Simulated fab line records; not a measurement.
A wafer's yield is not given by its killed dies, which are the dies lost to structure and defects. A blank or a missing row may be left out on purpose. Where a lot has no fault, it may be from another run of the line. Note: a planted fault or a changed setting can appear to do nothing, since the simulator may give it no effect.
fab line records | flow n5_finfet | part 1 of 2: steps 1 to 15 of 26
[record] lots = 5 | wafers = 15 | last_day = 20
route steps=1938 shown BEOL_M6@1231
lots with no fault: from the same line, run without faults
start_h: start of the lot's first displayed wafer, in hours after the record's first day | wait_h: how many hours have passed since the lot's step before this one | " identical to the entry in the row above | L1.1+2: a row that stands for several wafers | - no value, or no start was given | * or withheld: withheld | < > ~ a bound
route shown NAME@n: NAME is a module with steps in the file, n the number in the route of the first one | usual: mean/standard deviation of fault-free wafers | same: alike in all rows | chamber/n: place in a boat | sites: per-site readings | _std_site: standard deviation of those values | _edge_site: outer sites' mean less inner sites' | radius_mm: how far each site lies from the wafer's centre | mask NAME#n: copy n | behind: the tool/chamber that last shaped the wafer | hold: why the lot went on hold/how many hours it stayed there/how the hold came to an end | device: the transistor (n, p or np) that didn't switch | end of line: tests run on the same wafers once the route is complete | where a step has no rows: the recipe by itself | killed: at the first sort, the dies lost to defects and structure; wafer yield is something else | map: a wafer's dies, marking killed ones x, the rest . and places with no die _
set.NAME: the setting that was run; set.NAME@STEP: the one run at that earlier step | model.NAME: the simulator's own value behind a step, which no gauge read
a table for each step, a row for each wafer; lots at some steps of the route
services: a tool's chamber out of use, with start hour (start_h, from the record's first day; less than 0 if before it), hours out, and reason
[[steps]]
[step N5_BEOL_M6_ETCH_72]
[recipe] chemistry = N2/H2 | target = underlayer | target_depth_a = 65 | mask_material = CAR-EUV | time_s = 5.2 | ion_energy_ev = 200 | pressure_mtorr = 30 | source_w = 840 | bias_w = 150 | n2_flow_sccm = 200 | h2_flow_sccm = 200 | ends = cleared
[usual] chamber_pressure_mTorr = 30.01/0.04 | drypump_motor_current_A = 5.48/0.22 | etch_rf_on_time_s = 5.22/0.091 | oes_product_au = 0.66/0.06 | rf_vpp_V = 523.4/2.6 | showerhead_plenum_p_Torr = 2.53/0.08 | throttle_valve_pct = 17.86/0.22
lot.wafer | tool        | chamber | start_h | wait_h | chamber_pressure_mTorr | drypump_motor_current_A | etch_rf_on_time_s | oes_product_au | rf_hours_counter_h | rf_vpp_V | showerhead_plenum_p_Torr | throttle_valve_pct
L077.1    | rie_diel-06 | 3       | 233.86  | 0.0    | 29.97                  | 5.32                    | 5.21              | 0.66           | 145                | 525.3    | 2.55                     | 18.05
L077.2    | "           | 2       | "       | "      | 29.99                  | 5.29                    | 5.17              | 0.60           | 211                | 522.1    | 2.52                     | 17.67
L077.3    | "           | 1       | "       | "      | 29.96                  | 5.86                    | 5.20              | 0.67           | 103                | 524.8    | 2.56                     | 17.54
L089.3    | rie_diel-03 | 3       | 333.43  | 0.0    | 30.02                  | 5.29                    | 5.24              | 0.67           | 100                | 521.6    | 2.56                     | 18.12
L089.4    | "           | 2       | "       | "      | 30.03                  | 5.59                    | 5.26              | 0.61           | -                  | 517.3    | 2.32                     | 17.92
L089.5    | "           | 3       | "       | "      | 29.95                  | 5.27                    | 5.20              | 0.67           | -                  | 523.7    | 2.56                     | 18.10
L091.1    | rie_diel-03 | 2       | 362.74  | 0.0    | 30.04                  | 5.62                    | 5.29              | 0.60           | 209                | 516.4    | 2.31                     | 17.96
L091.3    | "           | 1       | "       | "      | 30.01                  | 5.46                    | 5.22              | 0.70           | 101                | 523.4    | 2.55                     | 17.57
L091.5    | "           | 3       | "       | "      | 29.97                  | 5.26                    | 5.29              | 0.67           | -                  | 525.6    | 2.55                     | 18.09
L097.2    | rie_diel-05 | 0       | 374.28  | 0.0    | 30.02                  | 5.11                    | 5.24              | 0.61           | 227                | 525.7    | 2.61                     | 18.22
L097.3    | "           | 3       | "       | "      | 30.01                  | 5.61                    | 5.21              | 0.70           | 102                | 525.1    | 2.56                     | 17.79
L097.5    | "           | 0       | "       | "      | 29.98                  | 5.14                    | 5.24              | 0.59           | -                  | 526.6    | 2.61                     | 18.24
L096.2    | rie_diel-03 | 2       | 380.73  | 0.0    | 30.01                  | 5.61                    | 5.34              | 0.60           | 214                | 516.6    | 2.31                     | 17.99
L096.3    | "           | 3       | "       | "      | 29.97                  | 5.30                    | 5.22              | 0.66           | 114                | 522.2    | 2.55                     | 18.12
L096.5    | "           | 0       | "       | "      | 29.95                  | 5.48                    | 5.37              | 0.57           | -                  | 527.0    | 2.52                     | 17.89
[step N5_BEOL_M6_ETCH_65]
[recipe] chemistry = CF4 | target = SiARC | target_depth_a = 156 | mask_material = CAR-EUV | time_s = 26 | ion_energy_ev = 80 | pressure_mtorr = 40 | source_w = 545 | bias_w = 36 | Ar_flow_sccm = 100 | cf4_flow_sccm = 100 | ends = cleared
[usual] chamber_pressure_mTorr = 40.00/0.037 | drypump_motor_current_A = 5.47/0.21 | etch_rf_on_time_s = 26.1/0.41 | mfc_ar_sccm = 100.03/0.28 | oes_product_au = 0.66/0.059 | rf_vpp_V = 183.9/1.2 | showerhead_plenum_p_Torr = 2.14/0.063 | throttle_valve_pct = 15.64/0.24
lot.wafer | tool        | chamber | start_h | wait_h | chamber_pressure_mTorr | drypump_motor_current_A | etch_rf_on_time_s | mfc_ar_sccm | oes_product_au | rf_hours_counter_h | rf_vpp_V | showerhead_plenum_p_Torr | throttle_valve_pct
L077.1    | rie_diel-06 | 3       | 233.88  | 0.0    | 40.01                  | 5.27                    | 25.9              | 99.99       | 0.67           | 145                | 182.6    | 2.14                     | 15.71
L077.2    | "           | 2       | "       | "      | 39.94                  | 5.28                    | 26.2              | 99.85       | 0.60           | 211                | 182.6    | 2.12                     | 15.48
L077.3    | "           | 1       | "       | "      | 40.03                  | 5.86                    | 25.7              | 100.11      | 0.67           | 103                | 184.4    | 2.17                     | 15.25
L089.3    | rie_diel-03 | 3       | 333.44  | 0.0    | 40.02                  | 5.30                    | 26.1              | 99.94       | 0.68           | 100                | 184.0    | 2.16                     | 15.87
L089.4    | "           | 2       | "       | "      | 40.09                  | 5.60                    | 25.9              | 100.49      | 0.60           | -                  | 181.7    | 1.96                     | 15.80
L089.5    | "           | 3       | "       | "      | 40.00                  | 5.29                    | 26.0              | 99.97       | 0.68           | -                  | 183.4    | 2.15                     | 15.87
L091.1    | rie_diel-03 | 2       | 362.76  | 0.0    | 40.04                  | 5.59                    | 26.0              | 99.82       | 0.61           | 209                | 183.7    | 1.96                     | 15.80
L091.3    | "           | 1       | "       | "      | 40.07                  | 5.43                    | 26.0              | 100.87      | 0.69           | 101                | 182.7    | 2.15                     | 15.28
L091.5    | "           | 3       | "       | "      | 40.01                  | 5.25                    | 26.0              | 99.72       | 0.67           | -                  | 183.4    | 2.15                     | 15.89
L097.2    | rie_diel-05 | 0       | 374.30  | 0.0    | 40.04                  | 5.10                    | 26.4              | 100.35      | 0.60           | 227                | 185.3    | 2.20                     | 16.07
L097.3    | "           | 3       | "       | "      | 40.01                  | 5.58                    | 26.4              | 99.73       | 0.69           | 102                | 183.9    | 2.16                     | 15.58
L097.5    | "           | 0       | "       | "      | 40.00                  | 5.11                    | 26.6              | 100.26      | 0.60           | -                  | 185.6    | 2.20                     | 16.06
L096.2    | rie_diel-03 | 2       | 380.75  | 0.0    | 40.02                  | 5.60                    | 26.4              | 99.93       | 0.60           | 214                | 182.6    | 1.96                     | 15.85
L096.3    | "           | 3       | "       | "      | 40.00                  | 5.28                    | 25.9              | 99.95       | 0.67           | 114                | 184.1    | 2.15                     | 15.88
L096.5    | "           | 0       | "       | "      | 39.96                  | 5.47                    | 26.4              | 99.87       | 0.59           | -                  | 184.7    | 2.12                     | 15.73
[step N5_BEOL_M6_ETCH_66]
[recipe] chemistry = N2/H2 | target = SOC | target_depth_a = 800 | overetch_a = 160 | mask_material = SiARC | temp_c = 40 | time_s = 120 | ion_energy_ev = 200 | pressure_mtorr = 30 | source_w = 840 | bias_w = 150 | n2_flow_sccm = 200 | h2_flow_sccm = 200
[usual] chamber_pressure_mTorr = 29.997/0.025 | drypump_motor_current_A = 5.48/0.21 | oes_product_au = 0.59/0.05 | rf_vpp_V = 523.5/2.4 | showerhead_plenum_p_Torr = 2.53/0.08 | throttle_valve_pct = 17.82/0.22
lot.wafer | tool        | chamber | start_h | wait_h | chamber_pressure_mTorr | drypump_motor_current_A | oes_product_au | rf_hours_counter_h | rf_vpp_V | showerhead_plenum_p_Torr | throttle_valve_pct
L077.1    | rie_diel-06 | 3       | 233.91  | 0.0    | 29.969                 | 5.33                    | 0.60           | 146                | 523.6    | 2.55                     | 18.01
L077.2    | "           | 2       | "       | "      | 30.004                 | 5.29                    | 0.55           | 211                | 522.8    | 2.52                     | 17.64
L077.3    | "           | 1       | "       | "      | 30.008                 | 5.84                    | 0.60           | 104                | 523.4    | 2.56                     | 17.48
L089.3    | rie_diel-03 | 3       | 333.47  | 0.0    | 30.000                 | 5.32                    | 0.61           | 100                | 525.9    | 2.56                     | 18.04
L089.4    | "           | 2       | "       | "      | 30.027                 | 5.61                    | 0.54           | -                  | 516.2    | 2.32                     | 17.90
L089.5    | "           | 3       | "       | "      | 29.944                 | 5.34                    | 0.61           | -                  | 524.2    | 2.56                     | 18.05
L091.1    | rie_diel-03 | 2       | 362.79  | 0.0    | 30.017                 | 5.62                    | 0.54           | 209                | 518.3    | 2.31                     | 17.93
L091.3    | "           | 1       | "       | "      | 30.016                 | 5.46                    | 0.62           | 101                | 524.6    | 2.55                     | 17.52
L091.5    | "           | 3       | "       | "      | 30.008                 | 5.30                    | 0.61           | -                  | 525.0    | 2.55                     | 18.08
L097.2    | rie_diel-05 | 0       | 374.33  | 0.0    | 30.016                 | 5.13                    | 0.54           | 227                | 526.3    | 2.61                     | 18.19
L097.3    | "           | 3       | "       | "      | 30.003                 | 5.60                    | 0.62           | 102                | 524.6    | 2.56                     | 17.75
L097.5    | "           | 0       | "       | "      | 29.967                 | 5.15                    | 0.54           | -                  | 526.9    | 2.61                     | 18.21
L096.2    | rie_diel-03 | 2       | 380.77  | 0.0    | 29.961                 | 5.61                    | 0.53           | 214                | 518.0    | 2.31                     | 17.94
L096.3    | "           | 3       | "       | "      | 29.968                 | 5.30                    | 0.60           | 114                | 523.2    | 2.55                     | 18.07
L096.5    | "           | 0       | "       | "      | 29.985                 | 5.46                    | 0.53           | -                  | 521.3    | 2.52                     | 17.86
[step N5_BEOL_M6_STRIP_69]
[recipe] chemistry = N2/H2 | temp_c = 40 | n2_flow_sccm = 200 | h2_flow_sccm = 200 | rf_frequency_hz = 6e+07
lot.wafer  | tool        | chamber | start_h | wait_h
L077.1+2+3 | rie_diel-06 | 3,2,1   | 233.99  | 0.0
L089.3+4+5 | rie_diel-03 | 3,2,3   | 333.55  | 0.0
L091.1+3+5 | rie_diel-03 | 2,1,3   | 362.87  | 0.0
L097.2+3+5 | rie_diel-05 | 0,3,0   | 374.41  | 0.0
L096.2+3+5 | rie_diel-03 | 2,3,0   | 380.85  | 0.0
[step N5_BEOL_M6_STRIP_73]
[recipe] chemistry = N2/H2 | temp_c = 40 | n2_flow_sccm = 200 | h2_flow_sccm = 200 | rf_frequency_hz = 6e+07
lot.wafer  | tool        | chamber | start_h | wait_h
L077.1+2+3 | rie_diel-06 | 3,2,1   | 234.00  | 0.0
L089.3+4+5 | rie_diel-03 | 3,2,3   | 333.56  | 0.0
L091.1+3+5 | rie_diel-03 | 2,1,3   | 362.88  | 0.0
L097.2+3+5 | rie_diel-05 | 0,3,0   | 374.42  | 0.0
L096.2+3+5 | rie_diel-03 | 2,3,0   | 380.86  | 0.0
[step N5_BEOL_M6_VIA_ETCH_34]
[recipe] chemistry = C4F6/O2 | target = SiCOH_lowk | target_depth_a = 1263 | mask_material = SOC | taper_deg = 4 | time_s = 50.9 | ion_energy_ev = 250 | pressure_mtorr = 30 | source_w = 345 | bias_w = 185 | Ar_flow_sccm = 300 | C4F6_flow_sccm = 10 | O2_flow_sccm = 10
[usual] chamber_pressure_mTorr = 30.001/0.027 | drypump_motor_current_A = 5.47/0.21 | mfc_ar_sccm = 299.9/0.88 | oes_product_au = 0.77/0.069 | rf_vpp_V = 667/4.9 | showerhead_plenum_p_Torr = 2.84/0.082 | throttle_valve_pct = 20.90/0.23
lot.wafer | tool        | chamber | start_h | wait_h | chamber_pressure_mTorr | drypump_motor_current_A | mfc_ar_sccm | oes_product_au | rf_hours_counter_h | rf_vpp_V | showerhead_plenum_p_Torr | throttle_valve_pct
L077.1    | rie_diel-06 | 3       | 234.01  | 0.0    | 30.020                 | 5.32                    | 300.0       | 0.78           | 146                | 673      | 2.85                     | 21.04
L077.2    | "           | 2       | "       | "      | 29.997                 | 5.28                    | 301.0       | 0.70           | 211                | 672      | 2.83                     | 20.70
L077.3    | "           | 1       | "       | "      | 29.980                 | 5.90                    | 301.5       | 0.78           | 104                | 668      | 2.88                     | 20.54
L089.3    | rie_diel-03 | 3       | 333.57  | 0.0    | 29.972                 | 5.34                    | 298.3       | 0.80           | 100                | 667      | 2.86                     | 21.14
L089.4    | "           | 2       | "       | "      | 30.013                 | 5.60                    | 300.5       | 0.71           | -                  | 656      | 2.61                     | 21.02
L089.5    | "           | 3       | "       | "      | 29.990                 | 5.27                    | 300.6       | 0.79           | -                  | 667      | 2.86                     | 21.15
L091.1    | rie_diel-03 | 2       | 362.89  | 0.0    | 30.028                 | 5.59                    | 301.2       | 0.70           | 209                | 658      | 2.60                     | 21.01
L091.3    | "           | 1       | "       | "      | 29.975                 | 5.46                    | 301.0       | 0.80           | 101                | 674      | 2.86                     | 20.57
L091.5    | "           | 3       | "       | "      | 29.981                 | 5.32                    | 300.6       | 0.79           | -                  | 666      | 2.85                     | 21.17
L097.2    | rie_diel-05 | 0       | 374.43  | 0.0    | 29.966                 | 5.10                    | 299.8       | 0.71           | 227                | 660      | 2.92                     | 21.28
L097.3    | "           | 3       | "       | "      | 30.010                 | 5.58                    | 301.2       | 0.81           | 102                | 666      | 2.87                     | 20.86
L097.5    | "           | 0       | "       | "      | 29.994                 | 5.11                    | 300.8       | 0.70           | -                  | 660      | 2.92                     | 21.26
L096.2    | rie_diel-03 | 2       | 380.87  | 0.0    | 30.026                 | 5.62                    | 299.5       | 0.69           | 214                | 658      | 2.60                     | 21.01
L096.3    | "           | 3       | "       | "      | 29.976                 | 5.30                    | 300.2       | 0.78           | 114                | 667      | 2.85                     | 21.17
L096.5    | "           | 0       | "       | "      | 29.985                 | 5.45                    | 299.5       | 0.68           | -                  | 666      | 2.82                     | 20.94
[step N5_BEOL_M6_STRIP_76]
[recipe] chemistry = C4F6/O2 | resist = SiARC | rf_frequency_hz = 6e+07
lot.wafer  | tool        | chamber | start_h | wait_h
L077.1+2+3 | rie_diel-06 | 3,2,1   | 234.05  | 0.0
L089.3+4+5 | rie_diel-03 | 3,2,3   | 333.62  | 0.0
L091.1+3+5 | rie_diel-03 | 2,1,3   | 362.93  | 0.0
L097.2+3+5 | rie_diel-05 | 0,3,0   | 374.47  | 0.0
L096.2+3+5 | rie_diel-03 | 2,3,0   | 380.92  | 0.0
[step N5_BEOL_M6_STRIP_36]
[recipe] chemistry = N2/H2 | power_w = 450 | temp_c = 40 | pressure_mtorr = 20 | rf_frequency_hz = 6e+07 | overash_fraction = 0.3 | bias_power_w = 7 | h2_frac = 0.5 | n2_flow_sccm = 200 | h2_flow_sccm = 200
[usual] chamber_pressure_mTorr = 20.00/0.034 | drypump_motor_current_A = 5.48/0.21 | oes_product_au = 0.77/0.069 | rf_vpp_V = 59.3/1.5 | showerhead_plenum_p_Torr = 2.53/0.08 | throttle_valve_pct = 23.64/0.23
lot.wafer | tool        | chamber | start_h | wait_h | chamber_pressure_mTorr | drypump_motor_current_A | oes_product_au | rf_hours_counter_h | rf_vpp_V | showerhead_plenum_p_Torr | throttle_valve_pct
L077.1    | rie_diel-06 | 3       | 234.06  | 0.0    | 19.97                  | 5.28                    | 0.78           | 146                | 58.7     | 2.55                     | 23.90
L077.2    | "           | 2       | "       | "      | 19.98                  | 5.30                    | 0.71           | 211                | 61.2     | 2.51                     | 23.37
L077.3    | "           | 1       | "       | "      | 19.98                  | 5.89                    | 0.77           | 104                | 57.2     | 2.56                     | 23.42
L089.3    | rie_diel-03 | 3       | 333.63  | 0.0    | 20.02                  | 5.34                    | 0.80           | 100                | 58.4     | 2.55                     | 23.90
L089.4    | "           | 2       | "       | "      | 20.01                  | 5.59                    | 0.70           | -                  | 61.9     | 2.31                     | 23.60
L089.5    | "           | 3       | "       | "      | 20.01                  | 5.30                    | 0.80           | -                  | 57.9     | 2.55                     | 23.85
L091.1    | rie_diel-03 | 2       | 362.94  | 0.0    | 20.00                  | 5.62                    | 0.71           | 209                | 58.3     | 2.31                     | 23.59
L091.3    | "           | 1       | "       | "      | 20.02                  | 5.49                    | 0.82           | 101                | 55.4     | 2.55                     | 23.40
L091.5    | "           | 3       | "       | "      | 20.01                  | 5.27                    | 0.79           | -                  | 60.4     | 2.55                     | 23.85
L097.2    | rie_diel-05 | 0       | 374.48  | 0.0    | 19.95                  | 5.12                    | 0.71           | 227                | 60.4     | 2.61                     | 23.99
L097.3    | "           | 3       | "       | "      | 19.98                  | 5.60                    | 0.83           | 102                | 60.1     | 2.56                     | 23.57
L097.5    | "           | 0       | "       | "      | 19.97                  | 5.11                    | 0.71           | -                  | 58.4     | 2.61                     | 23.98
L096.2    | rie_diel-03 | 2       | 380.93  | 0.0    | 20.00                  | 5.62                    | 0.70           | 214                | 57.7     | 2.31                     | 23.60
L096.3    | "           | 3       | "       | "      | 20.01                  | 5.27                    | 0.80           | 114                | 59.7     | 2.55                     | 23.89
L096.5    | "           | 0       | "       | "      | 19.96                  | 5.47                    | 0.70           | -                  | 59.1     | 2.51                     | 23.52
[step N5_BEOL_M6_TRENCH_ETCH_37]
[recipe] chemistry = C4F6/O2 | target_depth_a = 944.35 | target = SiCOH_lowk | time_s = 31.5 | ion_energy_ev = 250 | pressure_mtorr = 30 | source_w = 345 | bias_w = 185 | Ar_flow_sccm = 300 | C4F6_flow_sccm = 10 | O2_flow_sccm = 10
[usual] chamber_pressure_mTorr = 29.997/0.029 | drypump_motor_current_A = 5.47/0.21 | mfc_ar_sccm = 300.0/0.78 | oes_product_au = 0.77/0.069 | rf_vpp_V = 667/4.7 | showerhead_plenum_p_Torr = 2.84/0.083 | throttle_valve_pct = 20.93/0.23
lot.wafer | tool        | chamber | start_h | wait_h | chamber_pressure_mTorr | drypump_motor_current_A | mfc_ar_sccm | oes_product_au | rf_hours_counter_h | rf_vpp_V | showerhead_plenum_p_Torr | throttle_valve_pct
L077.1    | rie_diel-06 | 3       | -       | -      | 29.977                 | 5.33                    | 300.1       | 0.78           | 146                | 671      | 2.85                     | 21.07
L077.2    | "           | 2       | "       | "      | 29.963                 | 5.29                    | 300.0       | 0.71           | 211                | 672      | 2.82                     | 20.73
L077.3    | "           | 1       | "       | "      | 29.979                 | 5.88                    | 301.1       | 0.78           | 104                | 668      | 2.88                     | 20.57
L089.3    | rie_diel-03 | 3       | -       | -      | 29.984                 | 5.28                    | 300.8       | 0.79           | 101                | 667      | 2.86                     | 21.18
L089.4    | "           | 2       | "       | "      | 29.980                 | 5.60                    | 300.5       | 0.71           | -                  | 658      | 2.61                     | 21.04
L089.5    | "           | 3       | "       | "      | 30.041                 | 5.28                    | 300.3       | 0.80           | -                  | 667      | 2.86                     | 21.18
L091.1    | rie_diel-03 | 2       | -       | -      | 29.953                 | 5.63                    | 300.7       | 0.70           | 209                | 658      | 2.60                     | 21.06
L091.3    | "           | 1       | "       | "      | 29.959                 | 5.44                    | 300.1       | 0.81           | 101                | 673      | 2.86                     | 20.59
L091.5    | "           | 3       | "       | "      | 30.004                 | 5.29                    | 299.1       | 0.79           | -                  | 665      | 2.85                     | 21.20
L097.2    | rie_diel-05 | 0       | -       | -      | 30.000                 | 5.13                    | 301.4       | 0.71           | 227                | 660      | 2.92                     | 21.30
L097.3    | "           | 3       | "       | "      | 30.021                 | 5.59                    | 298.5       | 0.81           | 102                | 668      | 2.87                     | 20.89
L097.5    | "           | 0       | "       | "      | 29.966                 | 5.12                    | 300.4       | 0.71           | -                  | 660      | 2.92                     | 21.31
L096.2    | rie_diel-03 | 2       | -       | -      | 29.965                 | 5.60                    | 299.5       | 0.69           | 214                | 656      | 2.60                     | 21.06
L096.3    | "           | 3       | "       | "      | 30.015                 | 5.33                    | 298.5       | 0.78           | 114                | 666      | 2.85                     | 21.21
L096.5    | "           | 0       | "       | "      | 30.048                 | 5.49                    | 298.7       | 0.69           | -                  | 666      | 2.82                     | 20.96
[step N5_BEOL_M6_ETCH_41]
[recipe] chemistry = CH3F/O2 | target = SiCN | target_depth_a = 297 | taper_deg = 2 | time_s = 52 | ion_energy_ev = 120 | mask_material = TiN | pressure_mtorr = 30 | source_w = 395 | bias_w = 75 | Ar_flow_sccm = 150 | CH3F_flow_sccm = 30 | O2_flow_sccm = 20
[usual] chamber_pressure_mTorr = 30.000/0.03 | drypump_motor_current_A = 5.47/0.21 | mfc_ar_sccm = 150.0/0.47 | oes_product_au = 0.77/0.069 | rf_vpp_V = 297.1/1.5 | showerhead_plenum_p_Torr = 1.99/0.061 | throttle_valve_pct = 16.33/0.24
lot.wafer | tool        | chamber | start_h | wait_h | chamber_pressure_mTorr | drypump_motor_current_A | mfc_ar_sccm | oes_product_au | rf_hours_counter_h | rf_vpp_V | showerhead_plenum_p_Torr | throttle_valve_pct
L077.1    | rie_diel-06 | 3       | -       | -      | 29.967                 | 5.34                    | 149.9       | 0.78           | 146                | 297.4    | 2.01                     | 16.46
L077.2    | "           | 2       | "       | "      | 29.978                 | 5.27                    | 150.5       | 0.71           | 211                | 295.7    | 1.98                     | 16.21
L077.3    | "           | 1       | "       | "      | 29.967                 | 5.87                    | 149.8       | 0.78           | 104                | 298.1    | 2.02                     | 15.94
L089.3    | rie_diel-03 | 3       | -       | -      | 30.030                 | 5.32                    | 149.2       | 0.79           | 101                | 297.1    | 2.01                     | 16.55
L089.4    | "           | 2       | "       | "      | 29.994                 | 5.61                    | 150.3       | 0.69           | -                  | 290.8    | 1.82                     | 16.46
L089.5    | "           | 3       | "       | "      | 30.037                 | 5.29                    | 150.2       | 0.79           | -                  | 296.9    | 2.01                     | 16.55
L091.1    | rie_diel-03 | 2       | -       | -      | 29.981                 | 5.61                    | 150.0       | 0.70           | 209                | 293.1    | 1.82                     | 16.50
L091.3    | "           | 1       | "       | "      | 30.017                 | 5.45                    | 150.3       | 0.81           | 101                | 297.5    | 2.01                     | 16.00
L091.5    | "           | 3       | "       | "      | 30.017                 | 5.31                    | 149.7       | 0.78           | -                  | 297.4    | 2.01                     | 16.59
L097.2    | rie_diel-05 | 0       | -       | -      | 30.044                 | 5.12                    | 150.1       | 0.70           | 227                | 298.8    | 2.05                     | 16.74
L097.3    | "           | 3       | "       | "      | 30.008                 | 5.61                    | 149.3       | 0.81           | 102                | 297.9    | 2.02                     | 16.26
L097.5    | "           | 0       | "       | "      | 30.023                 | 5.12                    | 150.5       | 0.70           | -                  | 298.1    | 2.05                     | 16.73
L096.2    | rie_diel-03 | 2       | -       | -      | 29.994                 | 5.61                    | 149.7       | 0.68           | 214                | 292.9    | 1.82                     | 16.50
L096.3    | "           | 3       | "       | "      | 30.009                 | 5.27                    | 150.2       | 0.78           | 114                | 296.4    | 2.01                     | 16.58
L096.5    | "           | 0       | "       | "      | 29.995                 | 5.47                    | 150.2       | 0.69           | -                  | 296.9    | 1.98                     | 16.43
[step N5_BEOL_M6_STRIP_80]
[recipe] chemistry = N2/H2 | time_s = 10 | power_w = 450 | temp_c = 40 | pressure_mtorr = 20 | rf_frequency_hz = 6e+07 | bias_power_w = 7 | n2_flow_sccm = 200 | h2_flow_sccm = 200
[usual] chamber_pressure_mTorr = 19.998/0.018 | drypump_motor_current_A = 5.48/0.21 | oes_product_au = 0.77/0.068 | rf_vpp_V = 59.1/0.91 | showerhead_plenum_p_Torr = 2.53/0.08 | throttle_valve_pct = 23.65/0.23
lot.wafer | tool        | chamber | start_h | wait_h | chamber_pressure_mTorr | drypump_motor_current_A | oes_product_au | rf_hours_counter_h | rf_vpp_V | showerhead_plenum_p_Torr | throttle_valve_pct
L077.1    | rie_diel-06 | 3       | -       | -      | 19.983                 | 5.31                    | 0.78           | 146                | 61.0     | 2.55                     | 23.91
L077.2    | "           | 2       | "       | "      | 20.013                 | 5.27                    | 0.71           | 211                | 59.1     | 2.51                     | 23.38
L077.3    | "           | 1       | "       | "      | 20.003                 | 5.83                    | 0.78           | 104                | 60.1     | 2.56                     | 23.41
L089.3    | rie_diel-03 | 3       | -       | -      | 19.998                 | 5.29                    | 0.80           | 101                | 58.5     | 2.55                     | 23.87
L089.4    | "           | 2       | "       | "      | 19.993                 | 5.60                    | 0.71           | -                  | 58.0     | 2.31                     | 23.57
L089.5    | "           | 3       | "       | "      | 20.038                 | 5.30                    | 0.80           | -                  | 59.2     | 2.55                     | 23.87
L091.1    | rie_diel-03 | 2       | -       | -      | 20.005                 | 5.60                    | 0.70           | 209                | 57.0     | 2.31                     | 23.61
L091.3    | "           | 1       | "       | "      | 19.984                 | 5.46                    | 0.81           | 101                | 58.0     | 2.55                     | 23.39
L091.5    | "           | 3       | "       | "      | 20.007                 | 5.31                    | 0.79           | -                  | 58.8     | 2.55                     | 23.90
L097.2    | rie_diel-05 | 0       | -       | -      | 20.005                 | 5.13                    | 0.70           | 227                | 59.1     | 2.61                     | 23.98
L097.3    | "           | 3       | "       | "      | 20.023                 | 5.60                    | 0.82           | 102                | 59.0     | 2.56                     | 23.58
L097.5    | "           | 0       | "       | "      | 19.997                 | 5.14                    | 0.70           | -                  | 61.2     | 2.61                     | 23.97
L096.2    | rie_diel-03 | 2       | -       | -      | 20.016                 | 5.62                    | 0.70           | 214                | 59.5     | 2.31                     | 23.62
L096.3    | "           | 3       | "       | "      | 20.022                 | 5.30                    | 0.79           | 114                | 59.3     | 2.55                     | 23.88
L096.5    | "           | 0       | "       | "      | 20.009                 | 5.43                    | 0.69           | -                  | 58.1     | 2.51                     | 23.52
[step N5_BEOL_M6_OCD_MEAS_38]
[usual] trench_depth_nm = 93.9/1.4
lot.wafer | tool   | chamber | start_h | wait_h | trench_depth_nm
L077.1    | ocd-01 | -       | 234.26  | -      | 95.2
L077.2    | "      | -       | "       | "      | 94.6
L077.3    | "      | -       | "       | "      | 96.1
L089.3    | ocd-01 | -       | 333.83  | -      | 93.8
L089.4    | "      | -       | "       | "      | 93.9
L089.5    | "      | -       | "       | "      | 94.2
L091.1    | ocd-01 | -       | 363.14  | -      | 93.4
L091.3    | "      | -       | "       | "      | 93.7
L091.5    | "      | -       | "       | "      | 94.9
L097.2    | ocd-02 | -       | 374.68  | -      | 94.3
L097.3    | "      | -       | "       | "      | 93.9
L097.5    | "      | -       | "       | "      | 94.6
L096.2    | ocd-02 | -       | 381.12  | -      | 91.7
L096.3    | "      | -       | "       | "      | 93.2
L096.5    | "      | -       | "       | "      | 93.1
[step N5_BEOL_M6_HM_STRIP_39]
[recipe] chemistry = peroxide_tin_strip | material = TiN | target_depth_a = 250 | temp_c = 50 | time_s = 158
lot.wafer  | tool         | chamber | start_h | wait_h
L077.1+2+3 | wet_bench-06 | 1,0,2   | 234.29  | 0.0
L089.3+4+5 | wet_bench-06 | 2,7,6   | 333.86  | 0.0
L091.1+3+5 | wet_bench-06 | 5,4,0   | 363.18  | 0.0
L097.2+3+5 | wet_bench-06 | 4,0,7   | 374.71  | 0.0
L096.2+3+5 | wet_bench-06 | 3,4,5   | 381.15  | 0.0
[step N5_BEOL_M6_SRD_40]
[recipe] time_s = 30 | temp_c = 23 | rinse_liquid = diw | dry = ipa_marangoni
[usual] do_supply_ppb = 9.99/0.1
lot.wafer | tool         | chamber | start_h | wait_h | do_supply_ppb
L077.1    | wet_bench-06 | 1       | 234.33  | 0.0    | 10.15
L077.2    | "            | 0       | "       | "      | 10.13
L077.3    | "            | 2       | "       | "      | 9.95
L089.3    | wet_bench-06 | 2       | 333.91  | 0.0    | 10.09
L089.4    | "            | 7       | "       | "      | 10.05
L089.5    | "            | 6       | "       | "      | 9.95
L091.1    | wet_bench-06 | 5       | 363.22  | 0.0    | 9.94
L091.3    | "            | 4       | "       | "      | 9.95
L091.5    | "            | 0       | "       | "      | 10.01
L097.2    | wet_bench-06 | 4       | 374.75  | 0.0    | 10.13
L097.3    | "            | 0       | "       | "      | 9.96
L097.5    | "            | 7       | "       | "      | 10.09
L096.2    | wet_bench-06 | 3       | 381.20  | 0.0    | 10.22
L096.3    | "            | 4       | "       | "      | 9.87
L096.5    | "            | 5       | "       | "      | 9.83
[step N5_BEOL_M6_PRECLEAN_42]
[recipe] chemistry = residue_remover | time_s = 60 | temp_c = 40
lot.wafer  | tool         | chamber | start_h | wait_h
L077.1+2+3 | wet_bench-06 | 1,0,2   | 234.35  | 0.0
L089.3+4+5 | wet_bench-06 | 2,7,6   | 333.93  | 0.0
L091.1+3+5 | wet_bench-06 | 5,4,0   | 363.24  | 0.0
L097.2+3+5 | wet_bench-06 | 4,0,7   | 374.77  | 0.0
L096.2+3+5 | wet_bench-06 | 3,4,5   | 381.22  | 0.0
